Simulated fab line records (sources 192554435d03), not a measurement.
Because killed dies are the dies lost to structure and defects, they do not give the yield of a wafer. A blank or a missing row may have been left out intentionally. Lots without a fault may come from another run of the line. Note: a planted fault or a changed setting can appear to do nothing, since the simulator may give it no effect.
fab line records	flow n5Finfet	part 1 of 2: steps 1 to 22 of 31
record: lots: 5	wafers: 15	lastDay: 16
route steps=1938 shown BEOL_M13@1710 BEOL_M14@1716
lots with no fault: from the same line, run without faults
startH: the number of hours between the record's first day and the start of the first shown wafer of the lot	waitH: hours elapsed since this lot's preceding step	" the same as in the row above	L1.1+2: a single row standing in for several wafers	- no value, or no start given	* or withheld: withheld	< > ~ a bound
route shown NAME@n: names a module that has steps shown in the file, with the first one's number in the route	usual: mean/standard deviation of fault-free wafers	same: alike in all rows	chamber/n: place in a boat	sites: the reading at each site	_std_site: standard deviation of those values	_edge_site: the outer-site mean with the inner-site mean subtracted	radiusMm: for every site, how far away it sits from the centre of the wafer	mask NAME#n: copy n	behind: the tool/chamber that last shaped the wafer	hold: cause of the lot's hold/its duration in hours/its outcome	device: transistor that didn't switch, given as n, p or np	end of line: at the end of the route, the tests of the same wafers	a step with no rows: only its recipe	killed: count of dies lost to structure and defects at first sort (not the wafer's yield)	map: a wafer's dies, x killed, . not, _ none there
set.NAME: the run value of the setting; set.NAME@STEP: its run value at that earlier step	model.NAME: the simulator's own value behind a step, which no gauge read
lots at some steps of the route; a table a step, a row a wafer
services: a tool's chamber out of use, with start hour (startH, from the record's first day; less than 0 if before it), hours out, and reason
== steps ==
step: N5_BEOL_M13_CMP_49
recipe: stopOn: SiOC	tOverpolishS: 17.1	downForcePsi: 1	platenRpm: 50	clearingPlatenDownForcePsi: 1.5	clearingPlatenRpm: 50	postCmpClean: cuAlkaline	targetThkNm: 420	clearingPlatenPadVelocityMS: 0.99484	padVelocityMS: 0.99484
usual: barrierFieldEndpointS: 30.4/0.64	clearingPlatenRpm: 50.003/0.027	motorCurrentA: 5.7/0.4	overpolishRunS: 17.100/0.0081	retainingRingPressureFrac: 1.000/0.0048
lot.wafer	tool	chamber	startH	waitH	barrierFieldEndpointS	clearingPlatenRpm	motorCurrentA	overpolishRunS	retainingRingPressureFrac
L075.4	cmp-02	1	254.24	0.2	31.0	50.009	5.4	17.109	1.008
L075.6	"	2	"	"	30.5	50.020	5.6	17.095	0.995
L075.5	"	3	"	"	31.2	50.014	5.9	17.098	1.001
L077.2	cmp-02	0	269.19	0.2	31.1	50.027	5.2	17.101	1.008
L077.3	"	2	"	"	30.7	49.976	5.5	17.099	1.008
L077.1	"	3	"	"	30.3	49.985	6.0	17.103	0.999
L079.1	cmp-01	3	279.09	0.3	30.3	50.021	5.1	17.094	1.005
L079.3	"	0	"	"	29.9	49.986	6.3	17.076	1.001
L079.5	"	3	"	"	30.6	50.037	5.6	17.099	0.995
L088.3	cmp-02	3	342.33	0.2	30.3	50.005	5.8	17.096	1.003
L088.1	"	2	"	"	30.3	49.998	5.6	17.096	1.002
L088.5	"	3	"	"	30.8	50.001	5.8	17.112	0.994
L092.2	cmp-02	3	358.44	0.2	31.7	49.982	5.6	17.108	1.003
L092.1	"	2	"	"	31.1	49.981	5.6	17.111	1.004
L092.5	"	0	"	"	31.5	50.054	5.2	17.095	1.002
step: N5_BEOL_M13_THK_MEAS_50
recipe: thkMeasGauge: xrf	reads: Cu_of_BEOL_M13_ECD_47
usual: M13_THK: 413/6.9
lot.wafer	tool	chamber	startH	waitH	M13_THK[nm]
L075.4	filmMetro-02	-	254.42	-	408
L075.5	"	-	"	"	400
L075.6	"	-	"	"	409
L077.1	filmMetro-01	-	269.48	-	414
L077.2	"	-	"	"	412
L077.3	"	-	"	"	412
L079.1	filmMetro-01	-	279.35	-	419
L079.3	"	-	"	"	417
L079.5	"	-	"	"	416
L088.1	filmMetro-01	-	342.63	-	419
L088.3	"	-	"	"	420
L088.5	"	-	"	"	424
L092.1	filmMetro-01	-	358.73	-	407
L092.2	"	-	"	"	414
L092.5	"	-	"	"	410
step: N5_BEOL_M13_PRE_CLEAN_52
recipe: gas: NH3	timeS: 15	tempC: withheld	rfPowerW: 300
lot.wafer	tool	chamber	startH	waitH
L075.4+5+6	pecvd-03	0,1,2	254.47	0.0
L077.1+2+3	pecvd-02	2,1,0	269.52	0.0
L079.1+3+5	pecvd-02	2,0,1	279.38	0.0
L088.1+3+5	pecvd-01	1,0,1	342.67	0.0
L092.1+2+5	pecvd-01	0,2,0	358.77	0.0
step: N5_BEOL_M13_DEP_53
recipe: material: SiCN	targetThkA: 500	tempC: withheld	precursor: 3MS/NH3	pressureTorr: 3	rfW: 675	timeS: 17.8
usual: showerheadPlenumPTorr: 4.157/0.023	showerheadVppV: 1627/63	throttleValvePct: 17.9/0.88
lot.wafer	tool	chamber	startH	waitH	showerheadPlenumPTorr	showerheadVppV	throttleValvePct
L075.4	pecvd-03	0	254.50	0.0	4.176	1607	17.1
L075.5	"	1	"	"	4.210	1682	18.0
L075.6	"	2	"	"	4.157	1787	16.1
L077.1	pecvd-02	2	269.54	0.0	4.128	1585	17.0
L077.2	"	1	"	"	4.163	1670	18.5
L077.3	"	0	"	"	4.154	1496	18.2
L079.1	pecvd-02	2	279.41	0.0	4.113	1556	17.0
L079.3	"	0	"	"	4.154	1488	18.4
L079.5	"	1	"	"	4.152	1652	18.2
L088.1	pecvd-01	1	342.69	0.0	4.125	1641	17.5
L088.3	"	0	"	"	4.155	1565	19.6
L088.5	"	1	"	"	4.131	1610	17.5
L092.1	pecvd-01	0	358.79	0.0	4.154	1631	19.7
L092.2	"	2	"	"	4.175	1638	18.0
L092.5	"	0	"	"	4.154	1620	19.4
step: N5_BEOL_M13_RS_MEAS_54
recipe: thkMeasGauge: four-point-probe	reads: Cu_of_BEOL_M13_ECD_47+Ta_of_BEOL_M13_SPUTTER_44+TaN_of_BEOL_M13_SPUTTER_43
usual: M13_RS: 0.0449/0.00064
lot.wafer	tool	chamber	startH	waitH	M13_RS[ohm/sq]
L075.4	filmMetro-01	-	254.55	0.0	0.0448
L075.5	"	-	"	"	0.0457
L075.6	"	-	"	"	0.0448
L077.1	filmMetro-02	-	269.61	0.0	0.0448
L077.2	"	-	"	"	0.0454
L077.3	"	-	"	"	0.0447
L079.1	filmMetro-01	-	279.47	0.0	0.0445
L079.3	"	-	"	"	0.0448
L079.5	"	-	"	"	0.0449
L088.1	filmMetro-02	-	342.76	0.0	0.0447
L088.3	"	-	"	"	0.0446
L088.5	"	-	"	"	0.0443
L092.1	filmMetro-02	-	358.86	0.0	0.0463
L092.2	"	-	"	"	0.0452
L092.5	"	-	"	"	0.0458
step: N5_BEOL_M13_INSPECT_55
recipe: inspectInstrument: darkfield	mode: postDep
usual: rawDefectCount: 74/24
lot.wafer	tool	chamber	startH	waitH	rawDefectCount
L075.4	defectInspect-01	-	254.58	0.0	46
L075.5	"	-	"	"	80
L075.6	"	-	"	"	70
L077.1	defectInspect-02	-	269.64	0.0	78
L077.2	"	-	"	"	90
L077.3	"	-	"	"	80
L079.1	defectInspect-01	-	279.50	0.0	97
L079.3	"	-	"	"	118
L079.5	"	-	"	"	97
L088.1	defectInspect-02	-	342.78	0.0	89
L088.3	"	-	"	"	119
L088.5	"	-	"	"	105
L092.1	defectInspect-02	-	358.89	0.0	46
L092.2	"	-	"	"	68
L092.5	"	-	"	"	60
step: N5_BEOL_M14_ILD_DEP_00
recipe: material: SiO2	targetThkA: 11193	tempC: 400	precursor: TEOS/O2	pressureTorr: 6.5	rfW: 900	teosFlowSccm: 161.4	gas: O2	flowSccm: 2650	timeS: 237.4
usual: heaterPowerW: 572/100	showerheadPlenumPTorr: 8.33/0.034	showerheadVppV: 1864/63	throttleValvePct: 18.7/0.97
lot.wafer	tool	chamber	startH	waitH	heaterPowerW	showerheadPlenumPTorr	showerheadVppV	throttleValvePct
L075.4	pecvd-04	0	254.69	0.1	713	8.34	1787	20.3
L075.5	"	2	"	"	615	8.36	1915	17.6
L075.6	"	1	"	"	481	8.36	1958	17.7
L077.1	pecvd-01	1	269.67	0.0	508	8.29	1854	17.9
L077.2	"	2	"	"	544	8.39	1902	18.3
L077.3	"	0	"	"	564	8.29	1870	20.3
L079.1	pecvd-04	0	279.54	0.0	689	8.33	1839	20.6
L079.3	"	2	"	"	598	8.37	1877	17.6
L079.5	"	0	"	"	561	8.35	1796	20.5
L088.1	pecvd-02	0	342.82	0.0	422	8.35	1717	19.1
L088.3	"	2	"	"	699	8.27	1821	17.9
L088.5	"	2	"	"	752	8.26	1806	17.8
L092.1	pecvd-02	0	358.92	0.0	436	8.34	1757	19.3
L092.2	"	1	"	"	627	8.34	1914	19.0
L092.5	"	2	"	"	731	8.28	1809	17.6
step: N5_BEOL_M14_THK_MEAS_01
recipe: reads: SiO2_of_BEOL_M14_ILD_DEP_00
usual: M14_ILD_THK: 1128/13
lot.wafer	tool	chamber	startH	waitH	M14_ILD_THK[nm]
L075.4	filmMetro-02	-	254.80	0.0	1144
L075.5	"	-	"	"	1140
L075.6	"	-	"	"	1122
L077.1	filmMetro-02	-	269.86	0.1	1126
L077.2	"	-	"	"	1121
L077.3	"	-	"	"	1131
L079.1	filmMetro-01	-	279.73	0.1	1126
L079.3	"	-	"	"	1108
L079.5	"	-	"	"	1131
L088.1	filmMetro-02	-	343.01	0.1	1120
L088.3	"	-	"	"	1118
L088.5	"	-	"	"	1131
L092.1	filmMetro-01	-	359.11	0.1	1121
L092.2	"	-	"	"	1131
L092.5	"	-	"	"	1146
step: N5_BEOL_M14_COAT_58
recipe: resist: BARC	tempC: 205	timeS: 60	spinRpm: 1500	resistThkNm: 89
usual: chillPlateTempC: 23.04/0.095
lot.wafer	tool	chamber	startH	waitH	chillPlateTempC
L075.4	lithoTrack-04	0	254.83	0.0	23.14
L075.5	"	0	"	"	23.21
L075.6	"	0	"	"	23.15
L077.1	lithoTrack-02	0	269.89	0.0	23.03
L077.2	"	0	"	"	23.13
L077.3	"	0	"	"	23.02
L079.1	lithoTrack-02	0	279.76	0.0	22.91
L079.3	"	0	"	"	23.02
L079.5	"	0	"	"	23.09
L088.1	lithoTrack-02	0	343.04	0.0	23.09
L088.3	"	0	"	"	22.97
L088.5	"	0	"	"	23.04
L092.1	lithoTrack-01	0	359.14	0.0	23.06
L092.2	"	0	"	"	22.97
L092.5	"	0	"	"	23.04
step: N5_BEOL_M14_COAT_04
recipe: spinRpm: 1704	resistThkNm: 800
usual: chillPlateTempC: 23.00/0.11
lot.wafer	tool	chamber	startH	waitH	chillPlateTempC
L075.4	lithoTrack-04	0	-	-	23.01
L075.5	"	0	"	"	22.90
L075.6	"	0	"	"	22.95
L077.1	lithoTrack-02	0	-	-	22.99
L077.2	"	0	"	"	23.03
L077.3	"	0	"	"	23.14
L079.1	lithoTrack-02	0	-	-	22.97
L079.3	"	0	"	"	22.92
L079.5	"	0	"	"	22.94
L088.1	lithoTrack-02	0	-	-	22.89
L088.3	"	0	"	"	23.10
L088.5	"	0	"	"	23.09
L092.1	lithoTrack-01	0	-	-	22.97
L092.2	"	0	"	"	23.00
L092.5	"	0	"	"	23.06
step: N5_BEOL_M14_EBR_06
recipe: solvent: PGMEA	ebrWidthMm: 1.5
usual: chillPlateTempC: 23.01/0.11
same: ebrWidthMm: 1.5
lot.wafer	tool	chamber	startH	waitH	chillPlateTempC
L075.4	lithoTrack-04	0	-	-	23.17
L075.5	"	0	"	"	23.26
L075.6	"	0	"	"	22.96
L077.1	lithoTrack-02	0	-	-	23.02
L077.2	"	0	"	"	22.85
L077.3	"	0	"	"	22.87
L079.1	lithoTrack-02	0	-	-	23.21
L079.3	"	0	"	"	23.20
L079.5	"	0	"	"	23.13
L088.1	lithoTrack-02	0	-	-	23.00
L088.3	"	0	"	"	22.93
L088.5	"	0	"	"	22.93
L092.1	lithoTrack-01	0	-	-	23.01
L092.2	"	0	"	"	23.02
L092.5	"	0	"	"	22.93
step: N5_BEOL_M14_SOFTBAKE_05
recipe: tempC: 130	timeS: 60
usual: chillPlateTempC: 23.00/0.1
lot.wafer	tool	chamber	startH	waitH	chillPlateTempC
L075.4	lithoTrack-04	0	-	-	22.92
L075.5	"	0	"	"	23.11
L075.6	"	0	"	"	23.02
L077.1	lithoTrack-02	0	-	-	23.07
L077.2	"	0	"	"	23.01
L077.3	"	0	"	"	23.08
L079.1	lithoTrack-02	0	-	-	23.08
L079.3	"	0	"	"	23.05
L079.5	"	0	"	"	23.01
L088.1	lithoTrack-02	0	-	-	23.07
L088.3	"	0	"	"	22.85
L088.5	"	0	"	"	23.05
L092.1	lithoTrack-01	0	-	-	23.14
L092.2	"	0	"	"	23.17
L092.5	"	0	"	"	23.21
step: N5_BEOL_M14_EXPOSE_07
recipe: maskId: V13	na: 0.8	sourceShape: annular	sigmaInner: 0.5	sigmaOuter: 0.8	polarization: unpolarized	attpsmPhaseDeg: 180	doseMj: 57
same: na: 0.8
lot.wafer	tool	chamber	startH	waitH	mask
L075.4+5+6	krfScanner-01	0	255.08	-	V13#0
L077.1+2+3	krfScanner-02	0	269.99	-	V13#0
L079.1+3+5	krfScanner-02	0	279.86	-	V13#0
L088.1+3+5	krfScanner-01	0	343.14	-	V13#0
L092.1+2+5	krfScanner-02	0	359.24	-	V13#0
step: N5_BEOL_M14_PEB_08
recipe: pebTempC: 130	pebTimeS: 90
usual: chillPlateTempC: 23.00/0.11
lot.wafer	tool	chamber	startH	waitH	chillPlateTempC
L075.4	lithoTrack-01	0	255.12	0.0	23.03
L075.5	"	0	"	"	22.96
L075.6	"	0	"	"	23.01
L077.1	lithoTrack-02	0	270.05	0.1	22.91
L077.2	"	0	"	"	22.96
L077.3	"	0	"	"	23.10
L079.1	lithoTrack-04	0	279.92	0.1	23.03
L079.3	"	0	"	"	22.99
L079.5	"	0	"	"	22.93
L088.1	lithoTrack-04	0	343.20	0.1	23.18
L088.3	"	0	"	"	23.24
L088.5	"	0	"	"	23.22
L092.1	lithoTrack-01	0	359.30	0.1	23.03
L092.2	"	0	"	"	22.78
L092.5	"	0	"	"	22.95
step: N5_BEOL_M14_DEVELOP_09
recipe: developTimeS: 45	rinseLiquid: diw	dry: airSpin	devTempC: 21
usual: chillPlateTempC: 23.02/0.11
lot.wafer	tool	chamber	startH	waitH	chillPlateTempC
L075.4	lithoTrack-01	0	-	-	22.90
L075.5	"	0	"	"	22.79
L075.6	"	0	"	"	22.88
L077.1	lithoTrack-02	0	-	-	22.84
L077.2	"	0	"	"	22.95
L077.3	"	0	"	"	23.01
L079.1	lithoTrack-04	0	-	-	22.93
L079.3	"	0	"	"	22.92
L079.5	"	0	"	"	23.14
L088.1	lithoTrack-04	0	-	-	22.96
L088.3	"	0	"	"	23.00
L088.5	"	0	"	"	23.07
L092.1	lithoTrack-01	0	-	-	23.09
L092.2	"	0	"	"	23.00
L092.5	"	0	"	"	23.17
step: N5_BEOL_M14_HARDBAKE_14
recipe: tempC: 130	timeS: 120
usual: chillPlateTempC: 22.99/0.097
lot.wafer	tool	chamber	startH	waitH	chillPlateTempC
L075.4	lithoTrack-01	0	-	-	23.12
L075.5	"	0	"	"	23.00
L075.6	"	0	"	"	22.94
L077.1	lithoTrack-02	0	-	-	23.14
L077.2	"	0	"	"	22.91
L077.3	"	0	"	"	22.89
L079.1	lithoTrack-04	0	-	-	22.89
L079.3	"	0	"	"	22.90
L079.5	"	0	"	"	22.80
L088.1	lithoTrack-04	0	-	-	22.98
L088.3	"	0	"	"	23.00
L088.5	"	0	"	"	22.94
L092.1	lithoTrack-01	0	-	-	22.97
L092.2	"	0	"	"	22.98
L092.5	"	0	"	"	22.98
step: N5_BEOL_M14_CD_MEAS_10
recipe: targetCdNm: 250	landingEnergyEv: 500	detector: seInlens	polarity: opening
usual: cdNm: 249.3/1.1
same: landingEnergyEv: 500
lot.wafer	tool	chamber	startH	waitH	cdNm
L075.4	cdSem-02	0	255.24	-	251.0
L075.5	"	0	"	"	249.7
L075.6	"	0	"	"	249.7
L077.1	cdSem-02	0	270.17	-	250.6
L077.2	"	0	"	"	251.0
L077.3	"	0	"	"	250.5
L079.1	cdSem-03	0	280.03	-	247.8
L079.3	"	0	"	"	250.1
L079.5	"	0	"	"	248.7
L088.1	cdSem-03	0	343.32	-	249.4
L088.3	"	0	"	"	248.6
L088.5	"	0	"	"	249.0
L092.1	cdSem-03	0	359.42	-	248.7
L092.2	"	0	"	"	247.4
L092.5	"	0	"	"	247.8
step: N5_BEOL_M14_OVL_MEAS_11
recipe: pointsPerWafer: 44
usual: V13_OVL: -2/5.2
lot.wafer	tool	chamber	startH	waitH	V13_OVL[nm]
L075.4	overlay-01	0	255.26	0.0	-10
L075.5	"	0	"	"	-5
L075.6	"	0	"	"	-13
L077.1	overlay-01	0	270.20	0.0	-5
L077.2	"	0	"	"	1
L077.3	"	0	"	"	4
L079.1	overlay-02	0	280.06	0.0	-4
L079.3	"	0	"	"	5
L079.5	"	0	"	"	7
L088.1	overlay-01	0	343.35	0.0	-1
L088.3	"	0	"	"	-8
L088.5	"	0	"	"	-3
L092.1	overlay-01	0	359.45	0.0	-2
L092.2	"	0	"	"	3
L092.5	"	0	"	"	-2
step: N5_BEOL_M14_INSPECT_12
recipe: mode: adi	inspectInstrument: macro
usual: rawDefectCount: 2.1/1.4
lot.wafer	tool	chamber	startH	waitH	rawDefectCount
L075.4	defectInspect-02	-	255.29	0.0	4
L075.5	"	-	"	"	0
L075.6	"	-	"	"	2
L077.1	defectInspect-01	-	270.22	0.0	3
L077.2	"	-	"	"	5
L077.3	"	-	"	"	1
L079.1	defectInspect-02	-	280.09	0.0	1
L079.3	"	-	"	"	1
L079.5	"	-	"	"	3
L088.1	defectInspect-02	-	343.37	0.0	4
L088.3	"	-	"	"	0
L088.5	"	-	"	"	2
L092.1	defectInspect-01	-	359.47	0.0	1
L092.2	"	-	"	"	4
L092.5	"	-	"	"	1
step: N5_BEOL_M14_DESCUM_15
recipe: chemistry: O2	timeS: 7.9	sourcePowerW: 50	biasPowerW: 20	pressureMtorr: 20	rfFrequencyHz: 2.712e+07	tempC: 40	o2FlowSccm: 225
usual: drypumpMotorCurrentA: 5.8/0.45	oesProductAu: 0.78/0.086	rfVppV: 242.5/0.94	showerheadPlenumPTorr: 2.047/0.029	throttleValvePct: 20.43/0.22
lot.wafer	tool	chamber	startH	waitH	drypumpMotorCurrentA	oesProductAu	rfHoursCounterH	rfVppV	showerheadPlenumPTorr	throttleValvePct
L075.4	rieDiel-01	0	255.34	0.0	6.5	0.84	-	243.3	2.036	20.06
L075.5	"	2	"	"	5.7	0.89	-	242.9	2.042	20.47
L075.6	"	3	"	"	4.8	0.70	-	242.4	2.059	20.63
L077.1	rieDiel-02	2	270.26	0.0	5.9	0.71	202	242.5	2.067	20.83
L077.2	"	3	"	"	6.1	0.74	148	242.7	2.094	20.37
L077.3	"	1	"	"	6.1	0.69	193	244.2	2.084	20.32
L079.1	rieDiel-02	1	280.71	0.6	6.1	0.69	198	242.7	2.083	20.34
L079.3	"	2	"	"	6.0	0.70	208	244.2	2.065	20.85
L079.5	"	2	"	"	6.0	0.70	-	242.2	2.065	20.85
L088.1	rieDiel-05	1	343.42	0.0	6.0	0.85	52	241.9	2.041	20.17
L088.3	"	0	"	"	5.1	0.89	35	243.1	2.057	20.18
L088.5	"	0	"	"	5.1	0.88	-	242.7	2.057	20.16
L092.1	rieDiel-01	2	359.51	0.0	5.7	0.83	84	243.2	2.026	20.54
L092.2	"	1	"	"	5.8	0.88	43	243.5	2.045	20.29
L092.5	"	1	"	"	5.8	0.88	-	242.0	2.045	20.29
step: N5_BEOL_M14_ETCH_59
recipe: chemistry: N2/H2	target: BARC	targetDepthA: 890	overetchA: 267	timeS: 67.9	ionEnergyEv: 200	pressureMtorr: 30	sourceW: 840	biasW: 150	n2FlowSccm: 200	h2FlowSccm: 200
usual: drypumpMotorCurrentA: 5.8/0.45	oesProductAu: 0.67/0.07	rfVppV: 522.3/1.3	showerheadPlenumPTorr: 2.49/0.037	throttleValvePct: 17.87/0.24
lot.wafer	tool	chamber	startH	waitH	drypumpMotorCurrentA	oesProductAu	rfHoursCounterH	rfVppV	showerheadPlenumPTorr	throttleValvePct
L075.4	rieDiel-01	0	255.38	0.0	6.6	0.71	-	521.9	2.48	17.50
L075.5	"	2	"	"	5.7	0.75	-	523.2	2.49	17.84
L075.6	"	3	"	"	4.8	0.61	-	523.5	2.51	18.20
L077.1	rieDiel-02	2	270.29	0.0	6.0	0.61	202	522.8	2.52	18.36
L077.2	"	3	"	"	6.1	0.64	148	523.3	2.55	17.82
L077.3	"	1	"	"	6.1	0.59	193	523.6	2.54	17.80
L079.1	rieDiel-02	1	280.74	0.0	6.1	0.60	198	523.1	2.53	17.80
L079.3	"	2	"	"	5.9	0.61	208	522.6	2.52	18.36
L079.5	"	2	"	"	5.9	0.61	-	522.8	2.52	18.37
L088.1	rieDiel-05	1	343.45	0.0	6.0	0.72	52	522.3	2.47	17.51
L088.3	"	0	"	"	5.1	0.74	35	523.2	2.49	17.57
L088.5	"	0	"	"	5.1	0.75	-	523.0	2.49	17.56
L092.1	rieDiel-01	2	359.54	0.0	5.7	0.70	84	521.4	2.47	17.93
L092.2	"	1	"	"	5.7	0.75	43	523.1	2.48	17.68
L092.5	"	1	"	"	5.7	0.75	-	523.4	2.48	17.70
step: N5_BEOL_M14_VIA_ETCH_16
recipe: chemistry: C4F8/O2/Ar	target: SiO2	heInnerTorr: 15	heOuterTorr: 30	targetDepthA: 12313	timeS: withheld	ionEnergyEv: 800	pressureMtorr: 20	sourceW: 1905	biasW: 2040	Ar_flow_sccm: 400	C4F8_flow_sccm: 16	O2_flow_sccm: 12	ends: cleared
usual: drypumpMotorCurrentA: 5.8/0.44	oesProductAu: 0.71/0.078	rfVppV: 2219/14	showerheadPlenumPTorr: 3.37/0.046	throttleValvePct: 30.85/0.26
lot.wafer	tool	chamber	startH	waitH	drypumpMotorCurrentA	oesProductAu	rfVppV	showerheadPlenumPTorr	throttleValvePct
L075.4	rieDiel-01	0	255.50	0.1	6.5	0.75	2224	3.35	30.44
L075.5	"	2	"	"	5.7	0.81	2201	3.37	30.97
L075.6	"	3	"	"	4.8	0.64	2233	3.40	31.08
L077.1	rieDiel-02	2	270.34	0.0	6.0	0.64	2199	3.42	31.36
L077.2	"	3	"	"	6.0	0.66	2219	3.44	30.74
L077.3	"	1	"	"	6.1	0.63	2237	3.42	30.64
L079.1	rieDiel-02	1	280.79	0.0	6.1	0.63	2236	3.41	30.65
L079.3	"	2	"	"	5.9	0.63	2201	3.42	31.35
L079.5	"	2	"	"	5.9	0.63	2201	3.42	31.36
L088.1	rieDiel-05	1	343.51	0.0	6.0	0.78	2235	3.36	30.65
L088.3	"	0	"	"	5.1	0.78	2194	3.37	30.56
L088.5	"	0	"	"	5.1	0.79	2194	3.37	30.56
L092.1	rieDiel-01	2	359.59	0.0	5.7	0.74	2199	3.34	31.01
L092.2	"	1	"	"	5.7	0.79	2231	3.35	30.64
L092.5	"	1	"	"	5.7	0.80	2231	3.35	30.64
